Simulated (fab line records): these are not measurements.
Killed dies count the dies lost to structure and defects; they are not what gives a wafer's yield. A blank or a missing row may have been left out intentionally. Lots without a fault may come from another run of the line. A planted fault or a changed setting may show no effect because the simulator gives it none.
Chamber matching + flow n5 finfet + rie diel-02 running N5_BEOL_M0_SAQP_STRIP_86: 4 sister chambers
The step strips in N2/H2. 21 wafers are shown with their chamber, then 10 later ones without.

== WAFERS PAIRED WITH THEIR CHAMBERS ==
| wafer  | chamber | drypump motor current A (A) | showerhead plenum p Torr (Torr) | throttle valve pct (%) |
|--------|---------|-----------------------------|---------------------------------|------------------------|
| L076.1 | 3       | 6.6                         | 3.44                            | 18.89                  |
| L076.4 | 0       | 5.1                         | 3.52                            | 18.93                  |
| L076.5 | 3       | 6.6                         | 3.44                            | 18.85                  |
| L078.1 | 3       | 6.6                         | 3.44                            | 18.86                  |
| L078.2 | 2       | 6.1                         | 3.36                            | 18.57                  |
| L078.3 | 1       | 6.2                         | 3.24                            | 18.74                  |
| L078.4 | 0       | 5.1                         | 3.52                            | 18.90                  |
| L078.5 | 0       | 5.1                         | 3.52                            | 18.91                  |
| L078.6 | 1       | 6.2                         | 3.24                            | 18.77                  |
| L080.2 | 1       | 6.2                         | 3.23                            | 18.77                  |
| L080.3 | 2       | 6.2                         | 3.36                            | 18.56                  |
| L080.6 | 2       | 6.2                         | 3.35                            | 18.57                  |
| L088.3 | 0       | 5.1                         | 3.51                            | 18.94                  |
| L088.5 | 1       | 6.2                         | 3.23                            | 18.80                  |
| L089.2 | 2       | 6.1                         | 3.35                            | 18.60                  |
| L089.3 | 0       | 5.1                         | 3.51                            | 18.96                  |
| L090.1 | 3       | 6.7                         | 3.43                            | 18.54                  |
| L090.2 | 0       | 5.1                         | 3.51                            | 18.94                  |
| L090.3 | 2       | 6.1                         | 3.34                            | 18.58                  |
| L090.4 | 1       | 6.2                         | 3.23                            | 18.78                  |
| L090.5 | 0       | 5.1                         | 3.51                            | 18.96                  |

SIGNATURES (averages over the wafers above)
| reading                  | chamber 0 | chamber 1 | chamber 2 | chamber 3 | scatter within a chamber |
|--------------------------|-----------|-----------|-----------|-----------|--------------------------|
| drypump motor current A  | 5.100     | 6.200     | 6.140     | 6.625     | 0.0339                   |
| showerhead plenum p Torr | 3.5143    | 3.2340    | 3.3520    | 3.4375    | 0.00617                  |
| throttle valve pct       | 18.9343   | 18.7720   | 18.5760   | 18.7850   | 0.0715                   |
Rule: distance of a wafer from a chamber = root of the sum over the readings of ((wafer's reading minus chamber's mean) / reading's scatter) squared. If the next closest chamber is less than 2 further off than the closest, the wafer can't be placed; otherwise it belongs to the closest. The scatter: take each reading less its chamber's mean, square it, sum over the shown wafers, divide by the number of wafers less the number of chambers, and take the root.

== WAFERS WITH NO CHAMBER GIVEN ==
| wafer  | drypump motor current A (A) | showerhead plenum p Torr (Torr) | throttle valve pct (%) |
|--------|-----------------------------|---------------------------------|------------------------|
| L090.6 | 6.2                         | 3.23                            | 18.77                  |
| L093.1 | 6.2                         | 3.22                            | 18.82                  |
| L093.2 | 6.1                         | 3.34                            | 18.58                  |
| L093.3 | 6.6                         | 3.43                            | 18.54                  |
| L093.4 | 5.1                         | 3.51                            | 18.94                  |
| L093.5 | 6.6                         | 3.43                            | 18.52                  |
| L093.6 | 6.1                         | 3.34                            | 18.63                  |
| L097.1 | 5.1                         | 3.50                            | 18.96                  |
| L097.2 | 6.1                         | 3.34                            | 18.62                  |
| L097.6 | 6.1                         | 3.22                            | 18.82                  |

== EACH ONE'S CHAMBER ==
| wafer  | from the rows above | in truth |
|--------|---------------------|----------|
| L090.6 | 1                   | 1        |
| L093.1 | 1                   | 1        |
| L093.2 | 2                   | 2        |
| L093.3 | 3                   | 3        |
| L093.4 | 0                   | 0        |
| L093.5 | 3                   | 3        |
| L093.6 | 2                   | 2        |
| L097.1 | 0                   | 0        |
| L097.2 | 2                   | 2        |
| L097.6 | 1                   | 1        |
10 of 10 placed correctly. Number that these rows cannot place: 0. Placed wrongly: 0.
